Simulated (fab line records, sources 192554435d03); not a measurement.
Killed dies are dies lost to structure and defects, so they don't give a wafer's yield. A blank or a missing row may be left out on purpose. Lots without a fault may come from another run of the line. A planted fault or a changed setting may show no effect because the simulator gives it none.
fab line records | flow n5_finfet
record lots=5 wafers=15 last_day=17
route steps=1938 shown BEOL_M7@1316 BEOL_M8@1332
lots that met no fault: from a run of the same line without faults
start_h: hours from the record's first day to the start of the lot's first wafer shown | wait_h: hours since the lot's step before | " the same as in the row above | L1.1+2: a row that stands for several wafers | - no value, or no start given | * or withheld: withheld | < > ~ a bound
route shown NAME@n: a module of which the file shows steps, and the number in the route of the first | usual: mean/standard deviation of fault-free wafers | same: alike in all rows | chamber/n: place in a boat | sites: the reading at each site | _std_site: their standard deviation | _edge_site: outer sites' mean less inner sites' | radius_mm: how far each site lies from the wafer's centre | mask NAME#n: copy n | behind: the tool/chamber that last shaped the wafer | hold: why the lot was held/for how many hours/how that ended | device: the transistor (n, p or np) that didn't switch | end of line: the same wafers' tests at the end of the route | a step without rows: its recipe alone | killed: dies lost to structure and defects at the first sort, not the wafer's yield | map: a wafer's dies, x killed, . not, _ none there
set.NAME: the setting as run; set.NAME@STEP: as run at that earlier step | model.NAME: the simulator's own value behind a step, which no gauge read
lots at some steps of the route; a table a step, a row a wafer
services: from which hour (start_h, from the record's first day; less than 0 if before it) a tool's chamber was out of use, for how many hours, and why
## steps
# step N5_BEOL_M7_CD_MEAS_35
# recipe target_cd_nm=40 polarity=opening
# usual cd_nm=40.4/0.8
# columns lot.wafer tool chamber start_h wait_h cd_nm
L079.2 cd_sem-03 - 254.73 0.0 41.0
L079.5 " - " " 39.9
L079.6 " - " " 41.0
L078.1 cd_sem-01 - 258.51 0.0 39.4
L078.4 " - " " 39.3
L078.5 " - " " 39.7
L082.2 cd_sem-02 - 295.22 0.0 41.0
L082.5 " - " " 41.8
L082.6 " - " " 40.2
L085.1 cd_sem-01 - 298.29 0.0 40.1
L085.3 " - " " 39.9
L085.6 " - " " 38.8
L090.1 cd_sem-01 - 326.78 0.0 40.6
L090.4 " - " " 41.5
L090.5 " - " " 40.4
# step N5_BEOL_M7_CURE_75
# recipe temp_c=370 time_s=120 ambient=DMADMS/He material=SiCOH_lowk
# usual lamp_power_pct=52.32/0.053 wafer_temp_C_max=371.6/0.45
# columns lot.wafer tool chamber start_h wait_h lamp_power_pct wafer_temp_C_max
L079.2 uv_cure-03 2 254.82 0.1 52.30 371.8
L079.5 " 2 " " 52.20 371.4
L079.6 " 2 " " 52.33 371.7
L078.1 uv_cure-02 2 258.55 0.0 52.29 371.9
L078.4 " 2 " " 52.26 372.3
L078.5 " 2 " " 52.39 372.4
L082.2 uv_cure-02 2 295.61 0.4 52.35 372.0
L082.5 " 2 " " 52.40 371.6
L082.6 " 2 " " 52.26 371.4
L085.1 uv_cure-02 2 298.34 0.0 52.34 372.4
L085.3 " 2 " " 52.21 371.9
L085.6 " 2 " " 52.38 372.0
L090.1 uv_cure-03 0 326.82 0.0 52.25 371.5
L090.4 " 0 " " 52.31 371.3
L090.5 " 0 " " 52.32 371.3
# step N5_BEOL_M7_DEGAS_44
# recipe ambient=vacuum temp_c=250 time_s=60
# usual heater_power_w=324/19
# columns lot.wafer tool chamber start_h wait_h heater_power_w
L079.2 pvd_sputter-02 - 255.53 0.7 316
L079.5 " - " " 314
L079.6 " - " " 280
L078.1 pvd_sputter-03 - 259.01 0.4 322
L078.4 " - " " 354
L078.5 " - " " 346
L082.2 pvd_sputter-01 - 296.18 0.5 330
L082.5 " - " " 332
L082.6 " - " " 351
L085.1 pvd_sputter-02 - 298.66 0.3 308
L085.3 " - " " 314
L085.6 " - " " 302
L090.1 pvd_sputter-01 - 327.50 0.6 330
L090.4 " - " " 356
L090.5 " - " " 341
# step N5_BEOL_M7_PRE_CLEAN_45
# recipe gas=H2/He time_s=30 temp_c=250
# usual heater_power_w=325/19
# columns lot.wafer tool chamber start_h wait_h heater_power_w
L079.2 pvd_sputter-02 - 255.57 0.0 314
L079.5 " - " " 310
L079.6 " - " " 282
L078.1 pvd_sputter-03 - 259.05 0.0 319
L078.4 " - " " 352
L078.5 " - " " 337
L082.2 pvd_sputter-01 - 296.22 0.0 343
L082.5 " - " " 337
L082.6 " - " " 350
L085.1 pvd_sputter-02 - 298.70 0.0 312
L085.3 " - " " 314
L085.6 " - " " 314
L090.1 pvd_sputter-01 - 327.54 0.0 341
L090.4 " - " " 353
L090.5 " - " " 340
# step N5_BEOL_M7_ALD_77
# recipe material=TaN target_thk_a=20 temp_c=275 ald_precursor_family=PDMAT ald_co_reactant=NH3 pressure_torr=3 carrier_flow_sccm=1500 pulse_time_s=2 purge_time_s=3 co_reactant_purge_time_s=2 co_reactant_pulse_time_s=3 ald_cycles=40 precursor_vessel_temp_c=75 precursor_vessel_pressure_torr=26.25 precursor_vessel_carrier_sccm=1000
# usual heater_power_w=435/33 precursor_vessel_pressure_torr=26.25/0.054 precursor_vessel_temp_c=74.99/0.12
# same ald_cycles=40
# columns lot.wafer tool chamber start_h wait_h heater_power_w precursor_vessel_pressure_torr precursor_vessel_temp_c
L079.2 ald_metal-02 1 255.63 0.0 439 26.32 75.00
L079.5 " 1 " " 443 26.31 74.97
L079.6 " 2 " " 397 26.29 74.90
L078.1 ald_metal-02 1 259.11 0.0 440 26.30 74.96
L078.4 " 3 " " 418 26.23 75.06
L078.5 " 1 " " 441 26.24 74.90
L082.2 ald_metal-02 2 296.28 0.0 401 26.34 74.93
L082.5 " 2 " " 398 26.27 74.95
L082.6 " 3 " " 413 26.19 75.07
L085.1 ald_metal-02 3 298.76 0.0 432 26.20 74.88
L085.3 " 2 " " 404 26.22 74.73
L085.6 " 3 " " 412 26.24 74.99
L090.1 ald_metal-01 0 327.60 0.0 463 26.26 74.86
L090.4 " 2 " " 406 26.30 75.07
L090.5 " 1 " " 507 26.32 75.01
# step N5_BEOL_M7_SURFACE_TREAT_79
# recipe gas=Ar time_s=* ion_energy_ev=* ion_current_ma_cm2=0.5 pressure_mtorr=* ar_flow_sccm=30
# usual throttle_valve_pct=*
# columns lot.wafer tool chamber start_h wait_h throttle_valve_pct
L079.2 pvd_sputter-03 - 255.93 0.2 *
L079.5 " - " " *
L079.6 " - " " *
L078.1 pvd_sputter-01 - 259.40 0.2 *
L078.4 " - " " *
L078.5 " - " " *
L082.2 pvd_sputter-03 - 297.85 1.4 *
L082.5 " - " " *
L082.6 " - " " *
L085.1 pvd_sputter-03 - 299.04 0.2 *
L085.3 " - " " *
L085.6 " - " " *
L090.1 pvd_sputter-02 - 327.95 0.2 *
L090.4 " - " " *
L090.5 " - " " *
# step N5_BEOL_M7_CVD_78
# recipe material=Co target_thk_a=20 temp_c=withheld precursor=CCTBA/H2 pressure_torr=30 time_s=142.3
# columns lot.wafer tool chamber start_h wait_h
L079.2+5+6 cvd_co-01 1,1,0 256.01 0.1
L078.1+4+5 cvd_co-02 0,1,0 259.48 0.1
L082.2+5+6 cvd_co-02 0,2,1 298.07 0.2
L085.1+3+6 cvd_co-01 0,2,0 299.33 0.3
L090.1+4+5 cvd_co-01 1,2,0 328.07 0.1
# step N5_BEOL_M7_SPUTTER_48
# recipe material=Cu target_thk_a=100 temp_c=-20 bias_v=60 power_w=26000 chamber_pressure_pa=0.13 time_s=1.667
# usual bias_v=60.0/0.55 chamber_pressure_pa=0.13002/0.00027 throttle_valve_pct=30.0/0.68
# columns lot.wafer tool chamber start_h wait_h bias_v chamber_pressure_pa throttle_valve_pct
L079.2 pvd_sputter-03 - 256.19 0.1 59.1 0.12998 31.1
L079.5 " - " " 59.4 0.12955 28.7
L079.6 " - " " 59.8 0.12995 30.0
L078.1 pvd_sputter-01 - 259.60 0.1 59.2 0.12992 29.8
L078.4 " - " " 60.6 0.12956 30.6
L078.5 " - " " 60.8 0.13054 30.2
L082.2 pvd_sputter-03 - 298.23 0.1 59.8 0.13013 30.1
L082.5 " - " " 60.0 0.1304 30.3
L082.6 " - " " 59.6 0.12978 28.8
L085.1 pvd_sputter-03 - 300.92 1.5 60.0 0.13035 29.0
L085.3 " - " " 60.1 0.13019 31.2
L085.6 " - " " 60.4 0.13008 30.0
L090.1 pvd_sputter-02 - 328.19 0.1 60.3 0.13006 30.3
L090.4 " - " " 61.7 0.1302 29.4
L090.5 " - " " 60.0 0.12999 30.1
# step N5_BEOL_M7_ECD_50
# recipe material=Cu target_thk_a=3000
# columns lot.wafer tool chamber start_h wait_h
L079.2+5+6 ecd_cu-01 0,1,0 256.30 0.1
L078.1+4+5 ecd_cu-02 0,1,1 259.72 0.1
L082.2+5+6 ecd_cu-02 1,0,1 298.35 0.1
L085.1+3+6 ecd_cu-01 1,1,0 301.04 0.1
L090.1+4+5 ecd_cu-02 1 328.31 0.1
# step N5_BEOL_M7_ANNEAL_51
# recipe temp_c=225 time_s=90 ambient=N2
# usual wafer_temp_C_max=226.0/0.33
# columns lot.wafer tool chamber start_h wait_h wafer_temp_C_max
L079.2 rtp_anneal-02 0 256.57 0.2 226.1
L079.5 " 0 " " 226.1
L079.6 " 0 " " 226.2
L078.1 rtp_anneal-01 0 259.81 0.1 225.7
L078.4 " 0 " " 225.9
L078.5 " 0 " " 225.7
L082.2 rtp_anneal-01 0 298.82 0.5 225.5
L082.5 " 0 " " 225.8
L082.6 " 0 " " 226.1
L085.1 rtp_anneal-01 0 301.13 0.1 225.5
L085.3 " 0 " " 226.3
L085.6 " 0 " " 225.9
L090.1 rtp_anneal-01 0 329.00 0.7 225.9
L090.4 " 0 " " 225.5
L090.5 " 0 " " 225.8
# step N5_BEOL_M7_CMP_52
# recipe stop_on=SiCOH_lowk t_overpolish_s=6.9 down_force_psi=1 platen_rpm=50 clearing_platen_down_force_psi=1.5 clearing_platen_rpm=50 post_cmp_clean=cu_alkaline target_thk_nm=80 clearing_platen_pad_velocity_m_s=0.99484 pad_velocity_m_s=0.99484
# usual barrier_field_endpoint_s=28.8/0.9 head_pressure_psi=0.9999/0.002 motor_current_A=6.3/0.57 overpolish_run_s=6.900/0.0092 time_to_endpoint_s=62/3.8
# columns lot.wafer tool chamber start_h wait_h barrier_field_endpoint_s head_pressure_psi motor_current_A overpolish_run_s time_to_endpoint_s
L079.2 cmp-02 1 256.99 0.4 29.1 1.0030 5.2 6.888 69
L079.6 " 0 " " 27.3 0.9995 6.6 6.894 56
L079.5 " 1 " " 29.8 1.0003 5.3 6.908 69
L078.1 cmp-04 2 260.11 0.3 29.3 1.0020 6.4 6.909 60
L078.4 " 3 " " 29.8 0.9983 6.4 6.895 63
L078.5 " 3 " " 29.0 0.9984 6.9 6.913 65
L082.2 cmp-04 2 299.09 0.2 29.3 0.9976 6.2 6.900 60
L082.5 " 2 " " 29.5 1.0021 6.3 6.892 59
L082.6 " 3 " " 29.5 0.9991 6.5 6.893 60
L085.3 cmp-01 0 301.43 0.2 27.5 0.9978 6.4 6.889 60
L085.1 " 2 " " 29.0 1.0000 6.8 6.892 66
L085.6 " 1 " " 29.4 0.9996 5.7 6.894 66
L090.4 cmp-02 3 329.30 0.1 27.8 0.9999 6.1 6.885 59
L090.1 " 0 " " 29.1 1.0003 7.1 6.908 64
L090.5 " 0 " " 28.8 0.9995 6.5 6.899 61
# step N5_BEOL_M7_THK_MEAS_53
# recipe thk_meas_gauge=xrf reads=Cu_of_BEOL_M7_ECD_50
# usual M7_THK=78.1/2.5
# columns lot.wafer tool chamber start_h wait_h M7_THK[nm]
L079.2 film_metro-02 - 257.25 - 77.8
L079.5 " - " " 77.1
L079.6 " - " " 73.8
L078.1 film_metro-02 - 260.40 - 80.3
L078.4 " - " " 82.2
L078.5 " - " " 81.1
L082.2 film_metro-01 - 299.38 - 77.7
L082.5 " - " " 77.0
L082.6 " - " " 79.3
L085.1 film_metro-02 - 301.72 - 77.1
L085.3 " - " " 73.5
L085.6 " - " " 78.0
L090.1 film_metro-02 - 329.59 - 76.6
L090.4 " - " " 78.4
L090.5 " - " " 77.0
# step N5_BEOL_M7_PRE_CLEAN_55
# recipe gas=NH3 time_s=15 temp_c=withheld rf_power_w=300
# columns lot.wafer tool chamber start_h wait_h
L079.2+5+6 pecvd-04 1,0,1 257.28 0.0
L078.1+4+5 pecvd-02 2,1,2 260.44 0.0
L082.2+5+6 pecvd-02 1,0,1 299.42 0.0
L085.1+3+6 pecvd-04 1,0,2 301.76 0.0
L090.1+4+5 pecvd-02 2,2,1 329.63 0.0
# step N5_BEOL_M7_DEP_56
# recipe material=SiCN target_thk_a=100 temp_c=withheld precursor=3MS/NH3 pressure_torr=3 rf_w=202 time_s=17.5
# usual showerhead_plenum_p_Torr=3.661/0.013 throttle_valve_pct=8.9/0.33
# columns lot.wafer tool chamber start_h wait_h showerhead_plenum_p_Torr throttle_valve_pct
L079.2 pecvd-04 1 257.31 0.0 3.668 9.7
L079.5 " 0 " " 3.643 8.5
L079.6 " 1 " " 3.647 9.7
L078.1 pecvd-02 2 260.47 0.0 3.665 8.9
L078.4 " 1 " " 3.667 8.8
L078.5 " 2 " " 3.673 8.6
L082.2 pecvd-02 1 299.45 0.0 3.672 8.8
L082.5 " 0 " " 3.648 8.7
L082.6 " 1 " " 3.660 8.8
L085.1 pecvd-04 1 301.78 0.0 3.656 9.6
L085.3 " 0 " " 3.649 8.9
L085.6 " 2 " " 3.681 8.9
L090.1 pecvd-02 2 329.66 0.0 3.666 8.6
L090.4 " 2 " " 3.650 8.7
L090.5 " 1 " " 3.664 9.0
# step N5_BEOL_M7_RS_MEAS_57
# recipe thk_meas_gauge=four-point-probe reads=Cu_of_BEOL_M7_ECD_50+Co_of_BEOL_M7_CVD_78+TaN_of_BEOL_M7_ALD_77
# usual M7_RS=0.285/0.01
# columns lot.wafer tool chamber start_h wait_h M7_RS[ohm/sq]
L079.2 film_metro-02 - 257.38 0.1 0.284
L079.5 " - " " 0.288
L079.6 " - " " 0.303
L078.1 film_metro-02 - 260.54 0.1 0.276
L078.4 " - " " 0.269
L078.5 " - " " 0.273
L082.2 film_metro-01 - 299.52 0.1 0.288
L082.5 " - " " 0.293
L082.6 " - " " 0.282
L085.1 film_metro-01 - 301.85 0.1 0.288
L085.3 " - " " 0.306
L085.6 " - " " 0.285
L090.1 film_metro-01 - 329.72 0.1 0.291
L090.4 " - " " 0.284
L090.5 " - " " 0.289
# step N5_BEOL_M7_INSPECT_58
# recipe inspect_instrument=darkfield mode=post_dep
# usual raw_defect_count=69/23
# columns lot.wafer tool chamber start_h wait_h raw_defect_count
L079.2 defect_inspect-01 - 257.40 0.0 60
L079.5 " - " " 103
L079.6 " - " " 54
L078.1 defect_inspect-01 - 260.56 0.0 155
L078.4 " - " " 129
L078.5 " - " " 89
L082.2 defect_inspect-02 - 299.54 0.0 86
L082.5 " - " " 117
L082.6 " - " " 84
L085.1 defect_inspect-02 - 301.88 0.0 79
L085.3 " - " " 76
L085.6 " - " " 59
L090.1 defect_inspect-02 - 329.75 0.0 34
L090.4 " - " " 67
L090.5 " - " " 41
# step N5_BEOL_M8_ILD_DEP_00
# recipe material=SiCOH_lowk target_thk_a=1797.5 temp_c=300 precursor=DEMS/porogen pressure_torr=5 rf_w=500 time_s=33.4
# usual heater_power_w=332/58 showerhead_plenum_p_Torr=5.732/0.014 throttle_valve_pct=13.9/0.75
# columns lot.wafer tool chamber start_h wait_h heater_power_w showerhead_plenum_p_Torr throttle_valve_pct
L079.2 pecvd-02 0 257.45 0.0 216 5.708 13.4
L079.5 " 0 " " 212 5.714 13.5
L079.6 " 2 " " 315 5.741 13.3
L078.1 pecvd-03 2 260.60 0.0 364 5.738 12.9
L078.4 " 2 " " 391 5.747 13.1
L078.5 " 0 " " 400 5.729 14.9
L082.2 pecvd-03 1 299.58 0.0 360 5.733 14.6
L082.5 " 2 " " 358 5.743 13.0
L082.6 " 0 " " 363 5.732 14.9
L085.1 pecvd-03 1 301.92 0.0 386 5.718 14.7
L085.3 " 0 " " 384 5.729 14.9
L085.6 " 0 " " 382 5.741 14.7
L090.1 pecvd-03 1 329.79 0.0 363 5.726 14.8
L090.4 " 2 " " 365 5.748 13.0
L090.5 " 1 " " 371 5.705 14.7
# step N5_BEOL_M8_CURE_74
# recipe temp_c=385 time_s=240 ambient=He/Ar material=SiCOH_lowk
# usual lamp_power_pct=52.31/0.052 wafer_temp_C_max=386.7/0.45
# columns lot.wafer tool chamber start_h wait_h lamp_power_pct wafer_temp_C_max
L079.2 uv_cure-03 0 257.67 0.2 52.35 387.2
L079.5 " 0 " " 52.36 387.6
L079.6 " 0 " " 52.35 387.6
L078.1 uv_cure-03 0 260.66 0.0 52.37 386.7
L078.4 " 0 " " 52.18 387.2
L078.5 " 0 " " 52.32 387.6
L082.2 uv_cure-01 0 299.80 0.2 52.31 387.0
L082.5 " 0 " " 52.30 386.4
L082.6 " 0 " " 52.34 386.6
L085.1 uv_cure-03 2 301.98 0.0 52.33 386.2
L085.3 " 2 " " 52.35 386.5
L085.6 " 2 " " 52.44 386.7
L090.1 uv_cure-02 0 329.85 0.0 52.41 386.4
L090.4 " 0 " " 52.34 387.0
L090.5 " 0 " " 52.34 386.3
# step N5_BEOL_M8_THK_MEAS_01
# recipe reads=SiCOH_lowk_of_BEOL_M8_ILD_DEP_00
# usual M8_ILD_THK=156.3/2.2
# columns lot.wafer tool chamber start_h wait_h M8_ILD_THK[nm]
L079.2 film_metro-02 - 258.52 0.7 155.1
L079.5 " - " " 157.7
L079.6 " - " " 156.6
L078.1 film_metro-02 - 261.66 0.8 155.9
L078.4 " - " " 158.1
L078.5 " - " " 157.4
L082.2 film_metro-02 - 300.64 0.7 153.7
L082.5 " - " " 158.8
L082.6 " - " " 155.7
L085.1 film_metro-02 - 302.49 0.4 152.8
L085.3 " - " " 155.2
L085.6 " - " " 155.6
L090.1 film_metro-02 - 330.37 0.4 155.6
L090.4 " - " " 160.7
L090.5 " - " " 157.0
# step N5_BEOL_M8_PECVD_70
# recipe material=SiO2 target_thk_a=200 temp_c=400 precursor=TEOS/O2 pressure_torr=5.5 rf_w=450 teos_flow_sccm=53.8 gas=O2 flow_sccm=3000 time_s=22.7
# usual heater_power_w=751/96 showerhead_plenum_p_Torr=8.75/0.054 throttle_valve_pct=22.4/1.2
# columns lot.wafer tool chamber start_h wait_h heater_power_w showerhead_plenum_p_Torr throttle_valve_pct
L079.2 pecvd-03 0 258.56 0.0 725 8.74 23.9
L079.5 " 0 " " 725 8.74 23.5
L079.6 " 2 " " 767 8.80 21.0
L078.1 pecvd-03 1 261.69 0.0 808 8.68 23.9
L078.4 " 1 " " 798 8.67 23.7
L078.5 " 2 " " 758 8.79 20.9
L082.2 pecvd-04 0 300.67 0.0 785 8.70 21.0
L082.5 " 1 " " 663 8.73 23.7
L082.6 " 0 " " 784 8.71 20.8
L085.1 pecvd-03 1 302.53 0.0 877 8.67 23.9
L085.3 " 2 " " 788 8.82 21.0
L085.6 " 0 " " 879 8.74 23.8
L090.1 pecvd-03 1 330.40 0.0 782 8.71 23.8
L090.4 " 1 " " 794 8.71 23.9
L090.5 " 2 " " 770 8.78 21.2
# step N5_BEOL_M8_HM_DEP_02
# recipe material=TiN target_thk_a=200 temp_c=25 chamber_pressure_pa=0.49996
# usual chamber_pressure_pa=0.4998/0.001 throttle_valve_pct=30.1/0.68
# columns lot.wafer tool chamber start_h wait_h chamber_pressure_pa throttle_valve_pct
L079.2 pvd_sputter-02 - 259.18 0.6 0.5012 30.0
L079.5 " - " " 0.4987 29.0
L079.6 " - " " 0.5000 30.1
L078.1 pvd_sputter-02 - 262.32 0.6 0.4989 29.3
L078.4 " - " " 0.4982 30.4
L078.5 " - " " 0.4996 31.0
L082.2 pvd_sputter-02 - 302.12 1.4 0.4987 29.3
L082.5 " - " " 0.5002 29.8
L082.6 " - " " 0.4979 30.8
L085.1 pvd_sputter-01 - 303.00 0.5 0.5009 30.4
L085.3 " - " " 0.5000 30.5
L085.6 " - " " 0.4993 30.6
L090.1 pvd_sputter-02 - 331.33 0.9 0.4987 29.9
L090.4 " - " " 0.5008 29.6
L090.5 " - " " 0.5012 31.2
# step N5_BEOL_M8_COAT_59
# recipe resist=SOC temp_c=250 time_s=60 spin_rpm=1500 resist_thk_nm=100
# usual dispense_pressure_kPa=54/3.3 resist_line_temp_C=23.02/0.095
# columns lot.wafer tool chamber start_h wait_h dispense_pressure_kPa resist_line_temp_C
L079.2 litho_track-01 0 259.31 0.1 55 23.26
L079.5 " 0 " " 55 23.05
L079.6 " 0 " " 55 22.98
L078.1 litho_track-03 0 262.45 0.1 49 23.10
L078.4 " 0 " " 49 22.88
L078.5 " 0 " " 49 23.12
L082.2 litho_track-05 0 302.25 0.1 57 23.01
L082.5 " 0 " " 57 23.03
L082.6 " 0 " " 57 23.06
L085.1 litho_track-01 0 303.13 0.1 55 22.87
L085.3 " 0 " " 55 23.04
L085.6 " 0 " " 55 23.01
L090.1 litho_track-05 0 331.46 0.1 57 22.97
L090.4 " 0 " " 57 22.95
L090.5 " 0 " " 57 22.85
# step N5_BEOL_M8_COAT_60
# recipe resist=SiARC temp_c=220 time_s=60 spin_rpm=1500 resist_thk_nm=35
# usual dispense_pressure_kPa=54/3.3 resist_line_temp_C=23.00/0.11
# columns lot.wafer tool chamber start_h wait_h dispense_pressure_kPa resist_line_temp_C
L079.2 litho_track-01 0 - - 55 22.98
L079.5 " 0 " " 55 22.93
L079.6 " 0 " " 55 23.11
L078.1 litho_track-03 0 - - 49 22.85
L078.4 " 0 " " 49 23.15
L078.5 " 0 " " 49 23.00
L082.2 litho_track-05 0 - - 57 22.91
L082.5 " 0 " " 57 22.89
L082.6 " 0 " " 57 22.81
L085.1 litho_track-01 0 - - 55 22.88
L085.3 " 0 " " 55 22.97
L085.6 " 0 " " 55 23.02
L090.1 litho_track-05 0 - - 57 22.90
L090.4 " 0 " " 57 22.83
L090.5 " 0 " " 57 22.82
# step N5_BEOL_M8_COAT_05
# recipe resist=CAR-ArF spin_rpm=1500 resist_thk_nm=90
# usual dispense_pressure_kPa=54/3.3 resist_line_temp_C=23.00/0.11
# columns lot.wafer tool chamber start_h wait_h dispense_pressure_kPa resist_line_temp_C
L079.2 litho_track-01 0 - - 55 22.90
L079.5 " 0 " " 55 23.00
L079.6 " 0 " " 55 22.76
L078.1 litho_track-03 0 - - 49 23.13
L078.4 " 0 " " 49 23.00
L078.5 " 0 " " 49 23.11
L082.2 litho_track-05 0 - - 57 23.00
L082.5 " 0 " " 57 23.05
L082.6 " 0 " " 57 22.99
L085.1 litho_track-01 0 - - 55 23.04
L085.3 " 0 " " 55 23.28
L085.6 " 0 " " 55 22.95
L090.1 litho_track-05 0 - - 57 23.11
L090.4 " 0 " " 57 22.97
L090.5 " 0 " " 57 23.04
# step N5_BEOL_M8_EBR_07
# recipe solvent=PGMEA ebr_width_mm=1.5
# usual resist_line_temp_C=22.98/0.11
# columns lot.wafer tool chamber start_h wait_h resist_line_temp_C
L079.2 litho_track-01 0 - - 22.87
L079.5 " 0 " " 22.86
L079.6 " 0 " " 22.97
L078.1 litho_track-03 0 - - 23.01
L078.4 " 0 " " 23.01
L078.5 " 0 " " 23.07
L082.2 litho_track-05 0 - - 23.10
L082.5 " 0 " " 23.09
L082.6 " 0 " " 22.99
L085.1 litho_track-01 0 - - 22.98
L085.3 " 0 " " 23.00
L085.6 " 0 " " 22.92
L090.1 litho_track-05 0 - - 23.06
L090.4 " 0 " " 22.92
L090.5 " 0 " " 22.92
# step N5_BEOL_M8_SOFTBAKE_06
# recipe temp_c=110 time_s=60 resist=CAR-ArF
# usual resist_line_temp_C=23.05/0.11
# columns lot.wafer tool chamber start_h wait_h resist_line_temp_C
L079.2 litho_track-01 0 - - 23.07
L079.5 " 0 " " 23.02
L079.6 " 0 " " 22.82
L078.1 litho_track-03 0 - - 22.95
L078.4 " 0 " " 22.98
L078.5 " 0 " " 22.98
L082.2 litho_track-05 0 - - 23.04
L082.5 " 0 " " 23.02
L082.6 " 0 " " 22.96
L085.1 litho_track-01 0 - - 23.10
L085.3 " 0 " " 23.01
L085.6 " 0 " " 23.00
L090.1 litho_track-05 0 - - 23.03
L090.4 " 0 " " 23.05
L090.5 " 0 " " 22.94
# step N5_BEOL_M8_EXPOSE_08
# recipe mask_id=M8 na=1.35 source_shape=dipole sigma_inner=0.817 sigma_outer=0.97 polarization=te dose_mj=68.25
# same dipole_opening_deg=35
# columns lot.wafer tool chamber start_h wait_h mask
L079.2+5+6 arfi_scanner-02 0 259.44 - M8#0
L078.1+4+5 arfi_scanner-03 0 262.70 - M8#0
L082.2+5+6 arfi_scanner-01 0 302.50 - M8#0
L085.1+3+6 arfi_scanner-02 0 303.37 - M8#0
L090.1+4+5 arfi_scanner-02 0 331.70 - M8#0
# step N5_BEOL_M8_PEB_09
# recipe peb_temp_c=withheld peb_time_s=60 resist=CAR-ArF
# usual resist_line_temp_C=23.00/0.1
# columns lot.wafer tool chamber start_h wait_h resist_line_temp_C
L079.2 litho_track-05 0 259.49 0.0 23.03
L079.5 " 0 " " 22.98
L079.6 " 0 " " 23.11
L078.1 litho_track-01 0 262.76 0.1 23.21
L078.4 " 0 " " 23.13
L078.5 " 0 " " 23.00
L082.2 litho_track-01 0 302.55 0.0 22.91
L082.5 " 0 " " 22.82
L082.6 " 0 " " 22.86
L085.1 litho_track-05 0 303.44 0.1 23.08
L085.3 " 0 " " 23.09
L085.6 " 0 " " 22.84
L090.1 litho_track-01 0 331.77 0.1 22.87
L090.4 " 0 " " 22.97
L090.5 " 0 " " 22.82
# step N5_BEOL_M8_DEVELOP_10
# recipe develop_time_s=30 developer=TMAH resist=CAR-ArF rinse_liquid=diw dry=air_spin dev_temp_c=23
# usual resist_line_temp_C=22.99/0.089
# columns lot.wafer tool chamber start_h wait_h resist_line_temp_C
L079.2 litho_track-05 0 - - 23.03
L079.5 " 0 " " 23.09
L079.6 " 0 " " 22.77
L078.1 litho_track-01 0 - - 22.92
L078.4 " 0 " " 22.94
L078.5 " 0 " " 23.02
L082.2 litho_track-01 0 - - 23.11
L082.5 " 0 " " 23.08
L082.6 " 0 " " 23.07
L085.1 litho_track-05 0 - - 22.91
L085.3 " 0 " " 22.84
L085.6 " 0 " " 22.94
L090.1 litho_track-01 0 - - 23.16
L090.4 " 0 " " 23.13
L090.5 " 0 " " 23.19
# step N5_BEOL_M8_CD_MEAS_11
# recipe target_cd_nm=38.5 landing_energy_ev=500 detector=se_inlens polarity=opening
# usual cd_nm=38.3/0.73
# columns lot.wafer tool chamber start_h wait_h cd_nm
L079.2 cd_sem-03 0 259.56 - 38.9
L079.5 " 0 " " 39.2
L079.6 " 0 " " 38.1
L078.1 cd_sem-03 0 262.83 - 37.4
L078.4 " 0 " " 37.0
L078.5 " 0 " " 37.5
L082.2 cd_sem-02 0 302.62 - 36.8
L082.5 " 0 " " 37.9
L082.6 " 0 " " 36.7
L085.1 cd_sem-02 0 303.50 - 38.9
L085.3 " 0 " " 39.1
L085.6 " 0 " " 37.9
L090.1 cd_sem-01 0 331.83 - 36.8
L090.4 " 0 " " 38.3
L090.5 " 0 " " 36.9
# step N5_BEOL_M8_OVL_MEAS_12
# recipe points_per_wafer=44
# usual M8_OVL=0.0/0.78
# columns lot.wafer tool chamber start_h wait_h M8_OVL[nm]
L079.2 overlay-01 0 259.59 0.0 0.4
L079.5 " 0 " " 0.0
L079.6 " 0 " " 0.4
L078.1 overlay-02 0 262.86 0.0 0.5
L078.4 " 0 " " 0.4
L078.5 " 0 " " 0.4
L082.2 overlay-02 0 302.65 0.0 -1.4
L082.5 " 0 " " 0.4
L082.6 " 0 " " -2.2
L085.1 overlay-01 0 303.53 0.0 0.0
L085.3 " 0 " " -0.9
L085.6 " 0 " " -0.7
L090.1 overlay-02 0 331.86 0.0 -0.3
L090.4 " 0 " " 0.4
L090.5 " 0 " " 0.5
# step N5_BEOL_M8_INSPECT_13
# recipe mode=adi inspect_instrument=brightfield
# usual raw_defect_count=370/80
# columns lot.wafer tool chamber start_h wait_h raw_defect_count
L079.2 defect_inspect-02 - 259.61 0.0 289
L079.5 " - " " 386
L079.6 " - " " 276
L078.1 defect_inspect-02 - 262.88 0.0 473
L078.4 " - " " 371
L078.5 " - " " 386
L082.2 defect_inspect-02 - 302.67 0.0 511
L082.5 " - " " 433
L082.6 " - " " 525
L085.1 defect_inspect-02 - 303.56 0.0 445
L085.3 " - " " 292
L085.6 " - " " 428
L090.1 defect_inspect-02 - 331.89 0.0 341
L090.4 " - " " 458
L090.5 " - " " 324
## services
# columns tool chamber start_h hours kind
cmp-02 - 232.28 5.7 pm
arfi_scanner-02 - 250.64 0.7 repair
ecd_cu-01 - 251.89 0.7 repair
arfi_scanner-02 - 259.89 0.6 repair
ecd_cu-01 - 263.65 0.9 repair
arfi_scanner-02 - 265.03 17.3 pm
uv_cure-03 - 266.87 3.1 repair
cmp-04 - 268.76 6.2 pm
cmp-02 - 272.20 4.0 pm
pecvd-04 0 279.23 9.4 repair
cmp-04 - 288.09 0.2 repair
arfi_scanner-02 - 288.73 1.3 pm
ald_metal-02 1 295.26 3.6 repair
cvd_co-01 1 295.93 16.3 repair
cmp-04 - 299.53 1.0 repair
uv_cure-03 - 304.21 7.5 pm
cvd_co-01 2 307.11 15.0 repair
ecd_cu-01 - 307.60 1.6 repair
pecvd-04 - 309.12 3.2 repair
ecd_cu-01 - 315.01 0.7 repair
arfi_scanner-02 - 318.78 0.8 pm
ald_metal-02 1 326.76 34.2 repair
cmp-04 - 328.23 0.4 repair
ecd_cu-02 - 329.12 2.3 repair
## key
fault none
